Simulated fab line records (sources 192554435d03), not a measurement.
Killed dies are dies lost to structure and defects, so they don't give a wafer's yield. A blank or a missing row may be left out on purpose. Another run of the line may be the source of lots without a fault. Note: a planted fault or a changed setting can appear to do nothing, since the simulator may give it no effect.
2 desks, one fault	flow n5_finfet	numbers are kept per desk, each desk with only its own; the story behind them comes last

THE DEFECT DESK
What the inspections along the route counted, lot by lot: means of the sampled wafers that have a number. Any lot whose mean is over 4 standard deviations away from the usual mean is out of limits and marked OUT; that distance is given in the brackets.
Columns: A = raw_defect_count at N5_MOL_CONTACT_COAG_INSPECT_57, usual 193
lot	first seen here	A
L332	day 5 01:41	267
L333	day 5 10:38	173
L334	day 5 17:13	172
L337	day 6 08:16	227
L341	day 7 10:59	162
L342	day 7 16:31	269
L347	day 8 21:00	165
L346	day 9 01:07	174
L350	day 9 16:31	139
L353	day 10 10:08	231
L354	day 10 17:04	136
L355	day 11 15:23	148
This desk's finding: nothing out of limits on any of the 12 lots.

TOOL OWNER'S DESK, rie_diel-03
The tool's own readings at N5_MOL_CONTACT_COAG_ETCHBACK_135 (etches SiO2 in CHF3, target depth 25 nm, time 16.7 s): means of the sampled wafers that have a number, for each lot that ran on this tool. Any lot whose mean is over 4 standard deviations away from the usual mean is out of limits and marked OUT; that distance is given in the brackets.
Columns: A = drypump_motor_current_A at N5_MOL_CONTACT_COAG_ETCHBACK_135, usual 5.6 A; B = oes_product_au at N5_MOL_CONTACT_COAG_ETCHBACK_135, usual 0.83 a.u.; C = rf_vpp_V at N5_MOL_CONTACT_COAG_ETCHBACK_135, usual 525 V; D = showerhead_plenum_p_Torr at N5_MOL_CONTACT_COAG_ETCHBACK_135, usual 2.41 Torr; E = throttle_valve_pct at N5_MOL_CONTACT_COAG_ETCHBACK_135, usual 18.66 %
lot	first seen here	A	B	C	D	E
L332	day 5 02:10	5.8	0.79	524	2.38	18.70
L333	day 5 11:07	5.4	0.72	522	2.32	18.73
L341	day 7 11:28	5.6	0.54	527	2.44	18.74
L342	day 7 17:37	5.0	0.52	525	2.40	18.92
This desk's finding: nothing out of limits on any of the 4 lots.

ALL TOGETHER
Nothing the defect desk looked at was out of limits.
The tool owner's desk saw nothing out of limits.

WHAT WAS PUT IN BY THE SIMULATOR
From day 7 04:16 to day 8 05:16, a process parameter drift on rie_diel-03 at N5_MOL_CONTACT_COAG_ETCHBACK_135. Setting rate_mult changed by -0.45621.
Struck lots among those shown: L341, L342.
